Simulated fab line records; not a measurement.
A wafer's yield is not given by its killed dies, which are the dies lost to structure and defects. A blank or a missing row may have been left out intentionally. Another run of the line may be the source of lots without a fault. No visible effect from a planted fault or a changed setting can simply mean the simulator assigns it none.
Chamber matching | flow n5 finfet | ald metal-04 running N5_BEOL_M3_ALD_84: 3 sister chambers
The step deposits TaN, pulse time 2 s, purge time 3 s, co reactant purge time 2 s. 14 wafers are shown with their chamber, then 5 later ones without.

== EACH WAFER AND ITS CHAMBER ==
wafer  | chamber | heater power outer w (W) | heater power w (W) | mfc carrier sccm (sccm)
L079.2 | 3       | 209                      | 388                | 1501
L079.4 | 0       | 225                      | 392                | 1496
L079.6 | 0       | 221                      | 402                | 1496
L078.1 | 3       | 210                      | 386                | 1497
L078.2 | 0       | 216                      | 404                | 1501
L078.5 | 3       | 211                      | 387                | 1496
L080.1 | 3       | 206                      | 395                | 1499
L080.4 | 0       | 222                      | 398                | 1503
L080.5 | 1       | 226                      | 421                | 1511
L086.1 | 0       | 223                      | 390                | 1498
L086.2 | 3       | 203                      | 398                | 1502
L086.4 | 1       | 225                      | 415                | 1500
L088.2 | 0       | 216                      | 405                | 1497
L088.3 | 3       | 205                      | 386                | 1493

SIGNATURES (means of the wafers above)
reading              | chamber 0 | chamber 1 | chamber 3 | scatter within a chamber
heater power outer w | 220.50    | 225.50    | 207.33    | 3.29
heater power w       | 398.50    | 418.00    | 390.00    | 5.65
mfc carrier sccm     | 1498.50   | 1505.50   | 1498.00   | 3.79
Rule: a wafer lies at a distance from a chamber equal to the root of the sum of squares, over the readings, of (its reading less the chamber's mean, divided by the reading's scatter). If the next closest chamber is less than 2 further off than the closest, the wafer can't be placed; otherwise it belongs to the closest. The scatter is the square root of a quotient: the sum, over the shown wafers, of each reading's squared deviation from its chamber's mean, divided by wafers minus chambers.

== WAFERS WITH NO CHAMBER GIVEN ==
wafer  | heater power outer w (W) | heater power w (W) | mfc carrier sccm (sccm)
L088.5 | 220                      | 393                | 1500
L094.3 | 220                      | 397                | 1500
L094.5 | 221                      | 414                | 1500
L097.1 | 234                      | 409                | 1497
L097.5 | 212                      | 380                | 1501

== THE CHAMBER EACH PASSED THROUGH ==
wafer  | from the rows above     | in truth
L088.5 | 0                       | 0
L094.3 | 0                       | 0
L094.5 | can't be placed: 1 or 0 | 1
L097.1 | can't be placed: 1 or 0 | 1
L097.5 | can't be placed: 3 or 0 | 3
Correctly placed: 2 of 5. Can't be placed from these rows: 3 (the true chamber is among the candidates in 3). Placed wrongly: 0.
